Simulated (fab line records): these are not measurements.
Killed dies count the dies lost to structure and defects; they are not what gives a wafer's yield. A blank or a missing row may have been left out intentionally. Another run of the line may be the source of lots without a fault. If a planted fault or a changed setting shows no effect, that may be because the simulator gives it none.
Split-lot study	flow n5 finfet	7 lots, 21 wafers read, on a route of 1938 steps

## ON THE SPLIT
At N5_BEOL_M12_TRENCH_ETCH_34 (etches SiOC in C4F8/O2/Ar, target depth 318.95 nm, time 125.5 s), the setting time s was moved away from the recipe's 125.5 s on 8 of the 21 wafers read, by -20.2% to +20.0%. The other wafers ran this setting at the recipe's value.

## FROM THE SPLIT TO THE READING: what the file shows between them, 10 steps
- N5_BEOL_M12_STRIP_70: strips in C4F8/O2/Ar
- N5_BEOL_M12_OCD_MEAS_35
- N5_BEOL_M12_STRIP_37: strips in N2/H2
- N5_BEOL_M12_ETCH_38: etches SiCN in CF4/N2, target depth 68.7 nm, time 73.4 s
- N5_BEOL_M12_ECD_47: material Cu, target thk 720 nm
- N5_BEOL_M12_ANNEAL_48: time 90 s
- N5_BEOL_M12_CMP_49: polishes, stops on SiOC, t overpolish 20.6 s, target thk 320 nm
- N5_BEOL_M12_THK_MEAS_50: measures by xrf
- N5_BEOL_M12_PRE_CLEAN_52: time 15 s
- N5_BEOL_M12_DEP_53: deposits SiCN from 3MS/NH3, target thk 30 nm, time 10.5 s

## THE READING
At N5_BEOL_M12_RS_MEAS_54, a four-point-probe measurement gives M12_RS in ohm/sq. Fault-free wafers of this fab line usually give 0.0601 ohm/sq, standard deviation 0.0009 ohm/sq.

wafer	tool, chamber at the split	time s as run, s	against the recipe	M12_RS, ohm/sq	against lot-mates on the recipe
L074.1	rie diel-02, 3	125.5	recipe	0.0616	-
L074.3	rie diel-02, 0,1	125.5	recipe	0.0611	-
L074.4	rie diel-02, 0,1	125.5	recipe	0.0611	-
L075.3	rie diel-02, 2	125.5	recipe	0.0593	-
L075.4	rie diel-02, 0	144.8	+15.4%	0.0514	-0.0079
L075.5	rie diel-02, 1	144.8	+15.4%	0.0521	-0.0072
L085.1	rie diel-02, 0	125.5	recipe	0.0614	-
L085.2	rie diel-02, 2	125.5	recipe	0.0603	-
L085.6	rie diel-02, 2	125.5	recipe	0.0600	-
L092.2	rie diel-02, 0	125.5	recipe	0.0608	-
L092.3	rie diel-02, 1	125.5	recipe	0.0597	-
L092.4	rie diel-02, 3	104	-17.1%	0.0738	+0.0136
L091.4	rie diel-01, 3	150.6	+20.0%	0.0494	-0.0118
L091.5	rie diel-01, 1	125.5	recipe	0.0612	-
L091.6	rie diel-01, 2	150.6	+20.0%	0.0495	-0.0117
L093.1	rie diel-01, 1	100.2	-20.2%	0.0780	+0.0190
L093.3	rie diel-01, 3	125.5	recipe	0.0590	-
L093.5	rie diel-01, 2	100.2	-20.2%	0.0758	+0.0168
L095.2	rie diel-06, 3	125.5	recipe	0.0589	-
L095.5	rie diel-06, 3	125.5	recipe	0.0591	-
L095.6	rie diel-06, 2	111.3	-11.3%	0.0679	+0.0089
Where a row lists several chambers, the file gives one row for several wafers and doesn't say which wafer went through which chamber.

FIT RESULTS
A straight line over all 21 wafers: M12_RS changes by -0.000672 ohm/sq for each +1% of time s; r = -0.98; the points scatter about the line by 0.0015 ohm/sq.
The same after taking each lot's own level away (the mean of its wafers on the recipe; 21 wafers): -0.000701 ohm/sq for each +1%; r = -0.98; scatter 0.0016 ohm/sq.
That fit puts the effect of the largest move of time s on the reading at 0.014 ohm/sq.
The lots' own levels span 0.05900 to 0.06127 ohm/sq, that is 2.5 times the standard deviation above.
Hence the lot-to-lot level has little effect on the slope; both slopes agree.
Check: for one of the wafers moved furthest among these (-20.2%), held out of the fit, the line's prediction against its lot-mates is +0.0141 ohm/sq. It came out at +0.019 ohm/sq against them.

## ADDITIONAL SPLITS CARRIED BY THESE WAFERS
These wafers also went through other splits before the reading. Each is held against what the fit with the lots' levels taken away leaves over:
other split on the same wafers	wafers away from the commonest value	r with M12_RS (lot level and that fit taken away)
N5_BEOL_M12_EXPOSE_07 dose mj	6	+0.25

## THE WHOLE CHAIN: every reading that the file lists as answering this split, in the file's order
step	what it does	reading	change (the file's fit)	r (the file's)
N5_BEOL_M12_TRENCH_ETCH_34	etches SiOC in C4F8/O2/Ar, target depth 318.95 nm, time 125.5 s	etch.depth nm (the simulator's own value, which no gauge read)	+3.39 nm for each +1% of the setting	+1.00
N5_BEOL_M12_OCD_MEAS_35		trench depth nm	+3.38 nm for each +1% of the setting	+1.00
N5_BEOL_M12_CMP_49	polishes, stops on SiOC, t overpolish 20.6 s, target thk 320 nm	Cu_of_BEOL_M12_ECD_47.thk nm (the simulator's own value, which no gauge read)	+3.43 nm for each +1% of the setting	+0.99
N5_BEOL_M12_THK_MEAS_50	measures by xrf	M12_THK	+3.48 for each +1% of the setting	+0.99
N5_BEOL_M12_RS_MEAS_54	measures by four-point-probe	M12_RS	-0.000714 for each +1% of the setting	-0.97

## THE FILE'S OWN FIT
M12_RS changes by -0.000714 ohm/sq for each +1% of time s, r = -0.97.
